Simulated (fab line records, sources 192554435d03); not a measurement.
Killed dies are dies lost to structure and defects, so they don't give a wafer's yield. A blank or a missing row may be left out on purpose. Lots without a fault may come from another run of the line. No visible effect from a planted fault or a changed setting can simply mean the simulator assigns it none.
fab line records	flow n5_finfet
record: lots: 4	wafers: 12	last_day: 17
route steps=1938 shown BEOL_M3@1009 BEOL_M4@1021 PASSIVATION@1936
lots that met no fault: from a run of the same line without faults
start_h: the number of hours between the record's first day and the start of the first shown wafer of the lot	wait_h: hours from the lot's prior step to this one	" the same as in the row above	L1.1+2: several wafers, shown together as one row	- either no value or no given start	* or withheld: withheld	< > ~ a bound
route shown NAME@n: a module of which the file shows steps, and the number in the route of the first	usual: mean/standard deviation taken from wafers without a fault	same: alike in all rows	chamber/n: place in a boat	sites: readings site by site	_std_site: how widely they spread, as a standard deviation	_edge_site: the outer-site mean with the inner-site mean subtracted	radius_mm: how far each site lies from the wafer's centre	mask NAME#n: copy n	behind: the most recent tool/chamber to have shaped the wafer	hold: cause of the lot's hold/its duration in hours/its outcome	device: names the non-switching transistor (n, p or np)	end of line: the tests these same wafers got at the end of their route	where a step has no rows: the recipe by itself	killed: not the wafer's yield, but the dies lost to structure and defects at the first sort	map: shows each die of a wafer: x if killed, . if not, _ if none is there
set.NAME: the setting that was run; set.NAME@STEP: the one run at that earlier step	model.NAME: the simulator's own value behind a step, which no gauge read
lots at selected steps of the route; one table per step, one row per wafer
services: when a tool's chamber went out of use (start_h, in hours from the record's first day, below 0 if earlier), for how many hours, and the reason
== steps ==
step: N5_BEOL_M3_ANNEAL_95
recipe: temp_c: 400	time_s: 240	ambient: vacuum
step: N5_BEOL_M3_SPUTTER_96
recipe: material: Cu	target_thk_a: 45	temp_c: -20	chamber_pressure_pa: 0.07	power_w: withheld	time_s: 8.29
step: N5_BEOL_M3_ECD_50
recipe: material: Cu	target_thk_a: 3000
step: N5_BEOL_M3_ANNEAL_51
recipe: temp_c: 225	time_s: 90	ambient: N2
step: N5_BEOL_M3_CMP_52
recipe: stop_on: SiOC	t_overpolish_s: 6.8	down_force_psi: 1	platen_rpm: 50	clearing_platen_down_force_psi: 1.5	clearing_platen_rpm: 50	post_cmp_clean: cu_alkaline	target_thk_nm: 40	clearing_platen_pad_velocity_m_s: 0.99484	pad_velocity_m_s: 0.99484
step: N5_BEOL_M3_PRE_CLEAN_60
recipe: gas: NH3/H2	time_s: 15	temp_c: *	rf_power_w: 300
step: N5_BEOL_M3_CO_CAP_55
recipe: material: Co	target_thk_a: 20	temp_c: 200	precursor: CCTBA/H2	pressure_torr: 30	time_s: 102.1
step: N5_BEOL_M3_PRE_CLEAN_56
recipe: gas: NH3	time_s: 15	temp_c: withheld	rf_power_w: 300
step: N5_BEOL_M3_DEP_57
recipe: material: SiCN	target_thk_a: 80	temp_c: withheld	precursor: 3MS/NH3	pressure_torr: 3	rf_w: 202	time_s: 14
step: N5_BEOL_M4_ILD_DEP_00
recipe: material: SiOC	target_thk_a: 790	temp_c: 350	precursor: DEMS/O2	pressure_torr: 5	rf_w: 500	time_s: 15.3
usual: chamber_pressure_Torr: 4.999/0.014	heater_power_outer_w: 273/52	heater_power_w: 498/75	showerhead_plenum_p_Torr: 5.700/0.015	showerhead_vpp_V: 1424/68	throttle_valve_pct: 11.7/0.69
lot.wafer	tool	chamber	start_h	wait_h	chamber_pressure_Torr	heater_power_outer_w	heater_power_w	showerhead_plenum_p_Torr	showerhead_vpp_V	since_wet_clean_h	throttle_valve_pct
L993.1	pecvd-04	1	170.97	0.0	5.001	312	550	5.701	1551	179	10.9
L993.2	"	2	"	"	4.989	224	414	5.703	1293	2144	12.4
L993.4	"	0	"	"	4.999	270	542	5.699	1420	-	11.7
L997.1	pecvd-04	1	188.80	0.0	-	-	-	-	-	-	-
L997.2	"	2	"	"	-	-	-	-	-	-	-
L997.6	"	1	"	"	-	-	-	-	-	-	-
L998.1	pecvd-04	2	201.77	0.0	-	-	-	-	-	-	-
L998.2	"	0	"	"	-	-	-	-	-	-	-
L998.4	"	1	"	"	-	-	-	-	-	-	-
L114.1	pecvd-02	1	302.21	0.0	5.014	263	471	5.686	1389	1731	12.7
L114.2	"	2	"	"	4.986	233	399	5.697	1383	252	11.1
L114.5	"	0	"	"	5.021	350	624	5.655	1419	-	13.1
step: N5_BEOL_M4_PECVD_72
recipe: material: SiO2	target_thk_a: 160	temp_c: 400	precursor: TEOS/O2	pressure_torr: 5.5	rf_w: 450	teos_flow_sccm: 53.8	gas: O2	flow_sccm: 3000	time_s: 18
step: N5_BEOL_M4_HM_DEP_02
recipe: material: TiN	target_thk_a: 200	temp_c: 25	chamber_pressure_pa: 0.49996
step: N5_BEOL_M4_COAT_61
recipe: resist: SOC	temp_c: 250	time_s: 60	spin_rpm: 1500	resist_thk_nm: 60
step: N5_BEOL_M4_COAT_62
recipe: resist: SiARC	temp_c: 220	time_s: 60	spin_rpm: 1500	resist_thk_nm: 12
step: N5_BEOL_M4_COAT_73
recipe: resist: underlayer	temp_c: 205	time_s: 60	spin_rpm: 1500	resist_thk_nm: 5
step: N5_BEOL_M4_COAT_05
recipe: resist: CAR-EUV	spin_rpm: 1500	resist_thk_nm: 30
step: N5_BEOL_M4_EBR_07
recipe: solvent: PGMEA	ebr_width_mm: 1.5
step: N5_BEOL_M4_SOFTBAKE_06
recipe: temp_c: 110	time_s: 60	resist: CAR-EUV
step: N5_BEOL_M4_EXPOSE_08
recipe: mask_id: M4	na: 0.33	source_shape: dipole	sigma_inner: 0.369	sigma_outer: 0.767	polarization: unpolarized	dose_mj: 41.25
step: N5_BEOL_M4_PEB_09
recipe: peb_temp_c: 100	peb_time_s: 60	resist: CAR-EUV
step: N5_BEOL_M4_DEVELOP_10
recipe: develop_time_s: 30	developer: TMAH	resist: CAR-EUV	rinse_liquid: surfactant_rinse	dry: air_spin	dev_temp_c: 23
step: N5_BEOL_M4_DESCUM_16
recipe: chemistry: O2	time_s: 7	source_power_w: 50	bias_power_w: 20	pressure_mtorr: 20	rf_frequency_hz: 2.712e+07	temp_c: 40	resist: CAR-EUV	o2_flow_sccm: 225
step: N5_BEOL_M4_ETCH_74
recipe: chemistry: N2/H2	target: underlayer	target_depth_a: 65	mask_material: CAR-EUV	time_s: 5.2	ion_energy_ev: 200	pressure_mtorr: 30	source_w: 840	bias_w: 150	n2_flow_sccm: 200	h2_flow_sccm: 200	ends: cleared
step: N5_BEOL_M4_ETCH_63
recipe: chemistry: CF4	target: SiARC	target_depth_a: 156	mask_material: CAR-EUV	time_s: 26	ion_energy_ev: 80	pressure_mtorr: 40	source_w: 545	bias_w: 36	Ar_flow_sccm: 100	cf4_flow_sccm: 100	ends: cleared
step: N5_BEOL_M4_ETCH_64
recipe: chemistry: N2/H2	target: SOC	target_depth_a: 750	overetch_a: 225	mask_material: SiARC	temp_c: 40	time_s: 121.9	ion_energy_ev: 200	pressure_mtorr: 30	source_w: 840	bias_w: 150	n2_flow_sccm: 200	h2_flow_sccm: 200
step: N5_BEOL_M4_STRIP_65
recipe: chemistry: N2/H2	temp_c: 40	n2_flow_sccm: 200	h2_flow_sccm: 200	rf_frequency_hz: 6e+07
step: N5_BEOL_M4_STRIP_75
recipe: chemistry: N2/H2	temp_c: 40	n2_flow_sccm: 200	h2_flow_sccm: 200	rf_frequency_hz: 6e+07
step: N5_BEOL_M4_STRIP_66
recipe: chemistry: CF4	resist: SiARC	power_w: 300	bias_power_w: 75	pressure_mtorr: 50	cf4_flow_sccm: 150	rf_frequency_hz: 6e+07
step: N5_BEOL_M4_HM_OPEN_17
recipe: chemistry: Cl2/BCl3	target_depth_a: 200	overetch_a: 60	target: TiN	mask_material: SOC	ion_energy_ev: 150	pressure_mtorr: 10	icp_w: 1000	bias_w: 126	Cl2_flow_sccm: 53.25	bcl3_flow_sccm: 21.75	Ar_flow_sccm: 25
step: N5_BEOL_M4_STRIP_19
recipe: chemistry: O2	power_w: 400	temp_c: 40	pressure_mtorr: 30	rf_frequency_hz: 6e+07	bias_power_w: 0	overash_fraction: 0.2	o2_flow_sccm: 225
step: N5_BEOL_M4_COAT_67
recipe: resist: SOC	temp_c: 250	time_s: 60	spin_rpm: 1500	resist_thk_nm: 60
step: N5_BEOL_M4_COAT_68
recipe: resist: SiARC	temp_c: 220	time_s: 60	spin_rpm: 1500	resist_thk_nm: 12
step: N5_BEOL_M4_COAT_76
recipe: resist: underlayer	temp_c: 205	time_s: 60	spin_rpm: 1500	resist_thk_nm: 5
step: N5_BEOL_M4_COAT_22
recipe: resist: CAR-EUV	spin_rpm: 1500	resist_thk_nm: 30
step: N5_BEOL_M4_OCD_MEAS_38
usual: trench_depth_nm: 55.8/0.8
lot.wafer	tool	chamber	start_h	wait_h	trench_depth_nm
L993.1	ocd-02	-	182.32	-	55.8
L993.2	"	-	"	"	56.8
L993.4	"	-	"	"	55.2
L997.1	ocd-02	-	199.01	-	-
L997.2	"	-	"	"	-
L997.6	"	-	"	"	-
L998.1	ocd-02	-	210.31	-	-
L998.2	"	-	"	"	-
L998.4	"	-	"	"	-
L114.1	ocd-02	-	308.88	-	55.4
L114.2	"	-	"	"	55.6
L114.5	"	-	"	"	54.9
step: N5_BEOL_M4_RC_MEAS_101
usual: DIBL_N: 36.3/1.4	DIBL_P: 36.2/1.5	IOFF_N: 0.160/0.021	IOFF_P: 0.211/0.027	ION_N: 676/7.7	ION_P: 463/5.5	SS_N: 71.4/0.57	SS_P: 73.3/0.58	VT_N: 249.3/2.5	VT_P: -250.1/2.6
lot.wafer	tool	chamber	start_h	wait_h	DIBL_N[mV/V]	DIBL_P[mV/V]	IOFF_N[nA/um]	IOFF_P[nA/um]	ION_N[uA/um]	ION_P[uA/um]	SS_N[mV/dec]	SS_P[mV/dec]	VT_N[mV]	VT_P[mV]
L993.1	prober-01	0	186.17	0.0	35.0	34.9	0.153	0.194	679	465	71.6	73.1	251.5	-250.2
L993.2	"	0	"	"	38.0	39.2	0.222	0.272	688	474	72.5	73.7	245.6	-248.3
L993.4	"	0	"	"	36.8	37.9	0.192	0.233	690	462	71.9	73.1	247.1	-247.0
L114.1	prober-01	0	313.17	0.0	35.4	35.1	0.131	0.199	674	464	71.6	72.8	253.6	-252.5
L114.2	"	0	"	"	39.0	38.7	0.198	0.253	678	463	72.7	73.9	248.9	-249.4
L114.5	"	0	"	"	35.8	35.4	0.136	0.192	668	455	72.0	72.1	253.2	-252.4
step: N5_PASSIVATION_PROBE_49
usual: defect_limited_yield: 91.3/1.4	killed_at_M0_to_M3: 34/10	killed_at_M4_up: 13/4.8	killed_at_contacts: 12/6.1	killed_at_front_end: 40/11	killed_at_other: 3.7/2.8	killed_dies: 103/16	killed_on_rim: 13/3.6	killed_open: 67/12	killed_short: 34/7.4	sort_bin_5_function: 5.1/0.95	sort_bin_6_memory: 3.2/0.62	sort_n_pass: 1077/16	sort_yield_pct: 91.3/1.4
same: gross_dies: 1180	killed_at_back_side: 0	sort_bin_4_leakage[%]: 0	sort_bin_8_speed[%]: 0
lot.wafer	tool	chamber	start_h	wait_h	defect_limited_yield[%]	killed_at_M0_to_M3	killed_at_M4_up	killed_at_contacts	killed_at_front_end	killed_at_other	killed_dies	killed_on_rim	killed_open	killed_short	sort_bin_5_function[%]	sort_bin_6_memory[%]	sort_n_pass	sort_yield_pct[%]
L997.1	prober-01	-	307.14	0.0	0	6	1163	3	7	1	1180	152	8	9	70.3	3.9	0	0
L997.2	prober-01	-	307.19	0.1	0	15	1156	1	8	0	1180	152	12	12	72.9	3.4	0	0
L997.6	prober-01	-	307.39	0.3	0	3	1170	1	6	0	1180	152	11	2	72.8	2.7	0	0
L998.1	prober-02	-	315.74	0.0	0	2	1164	4	10	0	1180	152	12	5	73.3	3.4	0	0
L998.2	prober-02	-	315.79	0.1	0	7	1162	2	7	2	1180	152	14	6	75.0	3.3	0	0
L998.4	prober-02	-	315.89	0.2	0	10	1162	4	3	1	1180	152	10	9	74.0	3.0	0	0
killed by level:class
L997.1 BEOL_M4:lost_pattern=1162 FIN_SAQP:geometric_particle:short=3 BEOL_M0_SAQP:geometric_particle:short=3 STI_FIN_REVEAL:geometric_particle:open=2 MOL_CONTACT_COAG:geometric_particle:open=2 FIN_SAQP:geometric_particle:open=1 ILD0:geometric_particle:short=1 MOL_CONTACT_COAG:geometric_particle:short=1
L997.2 BEOL_M4:lost_pattern=1155 BEOL_M0_SAQP:geometric_particle:short=4 FIN_SAQP:geometric_particle:short=3 BEOL_M0_SAQP:geometric_particle:open=3 BEOL_M1:geometric_particle:open=2 FIN_SAQP:geometric_particle:open=1 STI_FIN_REVEAL:geometric_particle:open=1 SPACER0:geometric_particle:open=1
L997.6 BEOL_M4:lost_pattern=1160 BEOL_M4:area_dep=7 STI_FIN_REVEAL:geometric_particle:open=2 FIN_SAQP:geometric_particle:open=1 ILD0:geometric_particle:open=1 GATE_CUT:geometric_particle:short=1 MOL_CONTACT_COAG:geometric_particle:open=1 BEOL_M0_SAQP:geometric_particle:open=1
L998.1 BEOL_M4:lost_pattern=1160 MOL_CONTACT_COAG:geometric_particle:open=4 BEOL_M4:area_dep=3 STI_FIN_REVEAL:geometric_particle:open=2 DUMMY_GATE:geometric_particle:short=2 DUMMY_GATE:geometric_particle:open=2 FIN_SAQP:geometric_particle:short=1 STI_FIN_REVEAL:geometric_particle:short=1
L998.2 BEOL_M4:lost_pattern=1158 GATE_CUT:geometric_particle:open=2 STARTING-WAFER:geometric_particle:open=2 BEOL_M1:geometric_particle:open=2 BEOL_M4:geometric_particle:open=2 BEOL_M4:area_dep=2 MIM_TOP_ETCH:geometric_particle:open=1 FIN_SAQP:geometric_particle:short=1
L998.4 BEOL_M4:lost_pattern=1155 BEOL_M4:area_dep=6 BEOL_M0_SAQP:geometric_particle:short=5 BEOL_M0_SAQP:geometric_particle:open=4 MOL_CONTACT_COAG:geometric_particle:open=3 STI_FIN_REVEAL:geometric_particle:short=1 MIM_TOP_ETCH:geometric_particle:short=1 GATE_CUT:geometric_particle:short=1
map L997.1 (x killed, . not)
_________________xxxxxxxxxxxx________________
______________xxxxxxxxxxxxxxxxxx_____________
___________xxxxxxxxxxxxxxxxxxxxxxxx__________
__________xxxxxxxxxxxxxxxxxxxxxxxxxx_________
________xxxxxxxxxxxxxxxxxxxxxxxxxxxxxx_______
_______xxxxxxxxxxxxxxxxxxxxxxxxxxxxxxxx______
______xxxxxxxxxxxxxxxxxxxxxxxxxxxxxxxxxx_____
_____xxxxxxxxxxxxxxxxxxxxxxxxxxxxxxxxxxxx____
____xxxxxxxxxxxxxxxxxxxxxxxxxxxxxxxxxxxxxx___
___xxxxxxxxxxxxxxxxxxxxxxxxxxxxxxxxxxxxxxxx__
___xxxxxxxxxxxxxxxxxxxxxxxxxxxxxxxxxxxxxxxx__
__xxxxxxxxxxxxxxxxxxxxxxxxxxxxxxxxxxxxxxxxxx_
__xxxxxxxxxxxxxxxxxxxxxxxxxxxxxxxxxxxxxxxxxx_
_xxxxxxxxxxxxxxxxxxxxxxxxxxxxxxxxxxxxxxxxxxxx
_xxxxxxxxxxxxxxxxxxxxxxxxxxxxxxxxxxxxxxxxxxxx
_xxxxxxxxxxxxxxxxxxxxxxxxxxxxxxxxxxxxxxxxxxxx
_xxxxxxxxxxxxxxxxxxxxxxxxxxxxxxxxxxxxxxxxxxxx
_xxxxxxxxxxxxxxxxxxxxxxxxxxxxxxxxxxxxxxxxxxxx
_xxxxxxxxxxxxxxxxxxxxxxxxxxxxxxxxxxxxxxxxxxxx
_xxxxxxxxxxxxxxxxxxxxxxxxxxxxxxxxxxxxxxxxxxxx
_xxxxxxxxxxxxxxxxxxxxxxxxxxxxxxxxxxxxxxxxxxxx
__xxxxxxxxxxxxxxxxxxxxxxxxxxxxxxxxxxxxxxxxxx_
__xxxxxxxxxxxxxxxxxxxxxxxxxxxxxxxxxxxxxxxxxx_
___xxxxxxxxxxxxxxxxxxxxxxxxxxxxxxxxxxxxxxxx__
___xxxxxxxxxxxxxxxxxxxxxxxxxxxxxxxxxxxxxxxx__
____xxxxxxxxxxxxxxxxxxxxxxxxxxxxxxxxxxxxxx___
_____xxxxxxxxxxxxxxxxxxxxxxxxxxxxxxxxxxxx____
______xxxxxxxxxxxxxxxxxxxxxxxxxxxxxxxxxx_____
_______xxxxxxxxxxxxxxxxxxxxxxxxxxxxxxxx______
________xxxxxxxxxxxxxxxxxxxxxxxxxxxxxx_______
__________xxxxxxxxxxxxxxxxxxxxxxxxxx_________
___________xxxxxxxxxxxxxxxxxxxxxxxx__________
______________xxxxxxxxxxxxxxxxxx_____________
_________________xxxxxxxxxxxx________________
map L998.1 (x killed, . not)
_________________xxxxxxxxxxxx________________
______________xxxxxxxxxxxxxxxxxx_____________
___________xxxxxxxxxxxxxxxxxxxxxxxx__________
__________xxxxxxxxxxxxxxxxxxxxxxxxxx_________
________xxxxxxxxxxxxxxxxxxxxxxxxxxxxxx_______
_______xxxxxxxxxxxxxxxxxxxxxxxxxxxxxxxx______
______xxxxxxxxxxxxxxxxxxxxxxxxxxxxxxxxxx_____
_____xxxxxxxxxxxxxxxxxxxxxxxxxxxxxxxxxxxx____
____xxxxxxxxxxxxxxxxxxxxxxxxxxxxxxxxxxxxxx___
___xxxxxxxxxxxxxxxxxxxxxxxxxxxxxxxxxxxxxxxx__
___xxxxxxxxxxxxxxxxxxxxxxxxxxxxxxxxxxxxxxxx__
__xxxxxxxxxxxxxxxxxxxxxxxxxxxxxxxxxxxxxxxxxx_
__xxxxxxxxxxxxxxxxxxxxxxxxxxxxxxxxxxxxxxxxxx_
_xxxxxxxxxxxxxxxxxxxxxxxxxxxxxxxxxxxxxxxxxxxx
_xxxxxxxxxxxxxxxxxxxxxxxxxxxxxxxxxxxxxxxxxxxx
_xxxxxxxxxxxxxxxxxxxxxxxxxxxxxxxxxxxxxxxxxxxx
_xxxxxxxxxxxxxxxxxxxxxxxxxxxxxxxxxxxxxxxxxxxx
_xxxxxxxxxxxxxxxxxxxxxxxxxxxxxxxxxxxxxxxxxxxx
_xxxxxxxxxxxxxxxxxxxxxxxxxxxxxxxxxxxxxxxxxxxx
_xxxxxxxxxxxxxxxxxxxxxxxxxxxxxxxxxxxxxxxxxxxx
_xxxxxxxxxxxxxxxxxxxxxxxxxxxxxxxxxxxxxxxxxxxx
__xxxxxxxxxxxxxxxxxxxxxxxxxxxxxxxxxxxxxxxxxx_
__xxxxxxxxxxxxxxxxxxxxxxxxxxxxxxxxxxxxxxxxxx_
___xxxxxxxxxxxxxxxxxxxxxxxxxxxxxxxxxxxxxxxx__
___xxxxxxxxxxxxxxxxxxxxxxxxxxxxxxxxxxxxxxxx__
____xxxxxxxxxxxxxxxxxxxxxxxxxxxxxxxxxxxxxx___
_____xxxxxxxxxxxxxxxxxxxxxxxxxxxxxxxxxxxx____
______xxxxxxxxxxxxxxxxxxxxxxxxxxxxxxxxxx_____
_______xxxxxxxxxxxxxxxxxxxxxxxxxxxxxxxx______
________xxxxxxxxxxxxxxxxxxxxxxxxxxxxxx_______
__________xxxxxxxxxxxxxxxxxxxxxxxxxx_________
___________xxxxxxxxxxxxxxxxxxxxxxxx__________
______________xxxxxxxxxxxxxxxxxx_____________
_________________xxxxxxxxxxxx________________
== services ==
tool	chamber	start_h	hours	kind
pecvd-02	-	189.03	6.0	pm
pecvd-04	2	202.38	-	clean
pecvd-04	2	202.38	-	consumable_replace:showerhead
pecvd-04	2	202.38	29.0	scheduled_down
pecvd-04	2	202.38	29.0	vent_cycle
pecvd-02	2	273.24	6.8	repair
== key ==
first_sign: step: N5_BEOL_M4_ILD_DEP_00	reading: tool_record	direction: missing
effect: step: N5_BEOL_M4_OCD_MEAS_38	reading: trench_depth_nm	direction: missing
effect: step: N5_PASSIVATION_PROBE_49	reading: killed_at_M4_up	direction: up	sigmas: 99+	usual: 13	struck: 1163
met_at N5_BEOL_M4_ILD_DEP_00
struck_wafers L997.1,L997.2,L997.6,L998.1,L998.2,L998.4
later_rows_left_out L997.1,L997.2,L997.6,L998.1,L998.2,L998.4
onset_between 170.97 188.80
fault: kind: skipped_step_whole	tool: pecvd-04	chamber: -	onset_h: 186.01	steps: N5_BEOL_M4_ILD_DEP_00	scope: struck_lots_only
later_rows_left_out: the simulator's readings of these wafers behind a module that went badly wrong aren't trusted and aren't shown, but for the sort
